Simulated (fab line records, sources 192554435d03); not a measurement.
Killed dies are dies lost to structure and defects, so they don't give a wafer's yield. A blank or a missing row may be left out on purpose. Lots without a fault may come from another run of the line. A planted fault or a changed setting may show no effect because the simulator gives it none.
Which tool did it? | flow n5_finfet | 6 lots, 18 wafers sampled, at 3 steps of a route of 1938

WHAT THE GAUGES READ, wafer by wafer
N5_BEOL_M8_RS_MEAS_57: measures by four-point-probe.
lot  | measured     | on            | M8_RS (ohm/sq)
L391 | day 9 22:25  | film_metro-01 | 0.289 0.286 0.289
L401 | day 12 12:43 | film_metro-02 | 0.279 0.287 0.292
L402 | day 13 04:58 | film_metro-01 | 0.306 0.286 0.291
L408 | day 14 20:59 | film_metro-02 | 0.287 0.284 0.287
L409 | day 14 22:49 | film_metro-01 | 0.292 0.288 0.286
L411 | day 15 22:26 | film_metro-02 | 0.280 0.280 0.281

WHICH TOOL RAN EACH LOT (tool, then ch and the chambers of the sampled wafers, then the start)
lot  | N5_BEOL_M8_PRE_CLEAN_45      | N5_BEOL_M8_SPUTTER_48
L391 | pvd_sputter-02, day 9 20:35  | pvd_sputter-01, day 9 21:29
L401 | pvd_sputter-01, day 12 09:17 | pvd_sputter-01, day 12 10:01
L402 | pvd_sputter-03, day 13 03:27 | pvd_sputter-03, day 13 04:02
L408 | pvd_sputter-01, day 14 18:48 | pvd_sputter-01, day 14 20:02
L409 | pvd_sputter-03, day 14 20:32 | pvd_sputter-03, day 14 21:29
L411 | pvd_sputter-02, day 15 20:48 | pvd_sputter-01, day 15 21:23
- N5_BEOL_M8_PRE_CLEAN_45: time 30 s.
- N5_BEOL_M8_SPUTTER_48: material Cu, target thk 10 nm, time 1.667 s.

THE ANSWER, worked out from the rows above alone
Rule: what is usual is taken from the lots themselves. Put in order of their means at a reading, lots are off if they are a third of the lots or fewer, leave a main group of 4 or more, and stand apart from it by a gap of 3 or more times the standard deviation of the main group's means; of several such gaps the widest counts. A main group whose means are all the same, to the digits that the tables above print for the reading, isn't used. A lot without any number at a reading at which 4 lots or more have one is off too. The other lots that the step has rows for count as sound.
No lot is off at any reading shown: from this, nothing can be told.

WHAT THE SIMULATOR HAD PUT IN
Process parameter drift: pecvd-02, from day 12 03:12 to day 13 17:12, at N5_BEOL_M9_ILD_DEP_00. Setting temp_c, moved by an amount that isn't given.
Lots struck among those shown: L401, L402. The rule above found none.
